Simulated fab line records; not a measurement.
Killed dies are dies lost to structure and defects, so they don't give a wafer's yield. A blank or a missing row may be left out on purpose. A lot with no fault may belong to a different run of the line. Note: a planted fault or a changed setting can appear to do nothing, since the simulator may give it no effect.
A struck lot beside a sound one + flow nand-harc + 13 steps out of a route of 1302
Sound: wafers L239.4, L239.5, L239.6. Wafers struck: L246.1, L246.5, L246.6. The cause is named last.
For every step that has rows: the tool of each side, followed by ch and its chambers, followed by its first start. Under that, the readings that differ: sound wafers + struck wafers + difference of the means + sigmas: that difference in standard deviations of wafers without a fault.
alike: same words and numbers on both sides, and readings whose means sit less than 2 such deviations apart. not compared: any withheld reading, any reading some wafer has no value for, any bound like >300 that may hide the same value, and any number with overlapping values for which the record gives no deviation.
A row with sigmas, a row that says differs or no value, or rows on one side alone: a step with any of these is where the two part. When numbers do not overlap yet have no deviation, they are printed without sigmas and do not part them. A reading missing from all wafers of one side parts the sides only when that side holds two or more wafers.

NHARC_P_M1_PRE_CLEAN_30: time 30 s.
  sound on pvd-sputter-02; struck on pvd-sputter-03
  alike: heater-power-w, susceptor-temp-C
NHARC_P_M1_PVD_20: deposits TaN, target thk 5 nm, time 8.06 s.
  sound on pvd-sputter-02; struck on pvd-sputter-03
  alike: substrate-temp-c, throttle-valve-pct
then, 2 steps without rows for these wafers: NHARC_P_M1_PVD_21 (deposits Cu, target thk 30 nm, time 20.49 s); NHARC_P_M1_ECD_22 (material Cu, target thk 400 nm).
NHARC_P_M1_ANNEAL_31: time 90 s.
  sound on rtp-anneal-02 ch 0, day 6 16:17; struck on rtp-anneal-01 ch 0, day 10 06:52
  alike: wafer_temp_C_max
then, 1 step without rows for these wafers: NHARC_P_M1_CMP_23 (polishes, t overpolish 20 s, target thk 157.82 nm).
NHARC_P_M1_THK_MEAS_24: measures by xrf.
  struck on film-metro-02, day 10 07:32; sound on film-metro-01, day 6 16:47
  alike: thk-nm
next, for these wafers, 1 step has no rows: NHARC_P_M1_SRD_25.
NHARC_P_M1_INSPECT_27:
  struck on defect-inspect-01, day 10 07:42; sound on defect-inspect-01, day 6 16:57
  alike: raw-defect-count
NHARC_P_M1_PRE_CLEAN_32: time 12 s.
  sound on pecvd-02 ch 0,1,2, day 6 17:03; struck on pecvd-01 ch 0,2, day 10 07:46
  alike: heater-power-w, rf-fwd-power-W, susceptor-temp-C
NHARC_P_M1_DEP_33: deposits SiCN, target thk 30 nm.
  sound on pecvd-02 ch 0,1,2, day 6 17:13; struck on pecvd-01 ch 0,2, day 10 07:51
  alike: chamber-pressure-Torr, heater-power-outer-w, heater-power-w, rf-fwd-power-W, susceptor-temp-C
NHARC_P_M2_DEP_00: deposits SiOC, target thk 182.5 nm.
  sound on pecvd-03 ch 0,1,2, day 6 17:38; struck on pecvd-02 ch 0,2, day 10 08:18
  no value came back on the struck wafers for chamber-pressure-Torr (Torr), rf-fwd-power-W (W); on the sound wafers chamber-pressure-Torr (Torr) reads 4.990 5.009 5.007
then, 1 step without rows for these wafers: NHARC_P_M2_DEHYDRATE_01 (time 120 s).

## WHERE THEY PART
Only at NHARC_P_M2_DEP_00, within this record.

WHY: what the simulator had put in
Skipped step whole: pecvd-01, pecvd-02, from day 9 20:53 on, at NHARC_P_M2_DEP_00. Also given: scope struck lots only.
